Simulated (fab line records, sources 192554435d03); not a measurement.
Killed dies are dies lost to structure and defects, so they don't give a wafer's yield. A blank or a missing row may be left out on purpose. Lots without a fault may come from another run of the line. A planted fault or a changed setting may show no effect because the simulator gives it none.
Chamber matching | flow n5_finfet | N5_FIN_SAQP_SPACER2_ALD_28 on ald_sin-02: 4 sister chambers
The step deposits SiO2, target thk 8.1 nm, pulse time 1 s, purge time 2 s. 16 wafers are shown with their chamber, then 8 later ones without.

WAFERS WITH THEIR CHAMBER
wafer  | chamber | heater_power_w (W) | susceptor_temp_C (C) | precursor_pulse_height_rel
L083.1 | 0       | 446                | 300.06               | 0.954
L083.5 | 3       | 512                | 300.03               | 1.004
L083.6 | 2       | 470                | 300.22               | 1.008
L085.2 | 2       | 467                | 299.95               | 0.992
L085.3 | 1       | 571                | 300.06               | 0.972
L085.4 | 3       | 512                | 300.09               | 0.998
L086.2 | 0       | 445                | 300.08               | 0.983
L086.3 | 3       | 516                | 299.67               | 1.011
L086.6 | 1       | 562                | 299.82               | 1.007
L087.2 | 1       | 568                | 300.32               | 0.977
L087.4 | 0       | 452                | 299.99               | 1.003
L087.5 | 1       | 571                | 300.20               | 1.010
L091.2 | 2       | 467                | 300.06               | 0.968
L091.5 | 0       | 453                | 299.97               | 0.996
L091.6 | 1       | 581                | 300.11               | 0.971
L094.2 | 0       | 453                | 299.80               | 1.004

SIGNATURES (means of the wafers above)
reading                    | chamber 0 | chamber 1 | chamber 2 | chamber 3 | scatter within a chamber
heater_power_w             | 449.80    | 570.60    | 468.00    | 513.33    | 4.73
susceptor_temp_C           | 299.9800  | 300.1020  | 300.0767  | 299.9300  | 0.165
precursor_pulse_height_rel | 0.98800   | 0.98740   | 0.98933   | 1.00433   | 0.0186
Rule: a wafer's distance from a chamber is the root of the sum, over the readings, of the square of ((its reading less the chamber's mean) divided by the reading's scatter). The wafer belongs to the nearest chamber; if the next one is less than 2 further off, it can't be placed. The scatter: the root of (the sum of the squares of (reading less its chamber's mean) over the shown wafers, divided by (wafers less chambers)).

WAFERS WITHOUT THEIR CHAMBER
wafer  | heater_power_w (W) | susceptor_temp_C (C) | precursor_pulse_height_rel
L094.4 | 475                | 299.84               | 0.988
L094.5 | 445                | 299.71               | 0.997
L095.4 | 582                | 299.72               | 0.987
L095.5 | 516                | 300.02               | 0.978
L095.6 | 469                | 299.93               | 1.046
L096.2 | 513                | 300.10               | 1.005
L096.4 | 445                | 300.14               | 0.972
L096.6 | 521                | 299.97               | 0.994

WHICH CHAMBER EACH WENT THROUGH
wafer  | from the rows above     | in truth
L094.4 | 2                       | 2
L094.5 | 0                       | 0
L095.4 | 1                       | 1
L095.5 | 3                       | 3
L095.6 | can't be placed: 2 or 0 | 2
L096.2 | 3                       | 3
L096.4 | 0                       | 0
L096.6 | 3                       | 3
Placed correctly: 7 of 8. Can't be placed from these rows: 1 (the true chamber is among the candidates in 1). Placed wrongly: 0.
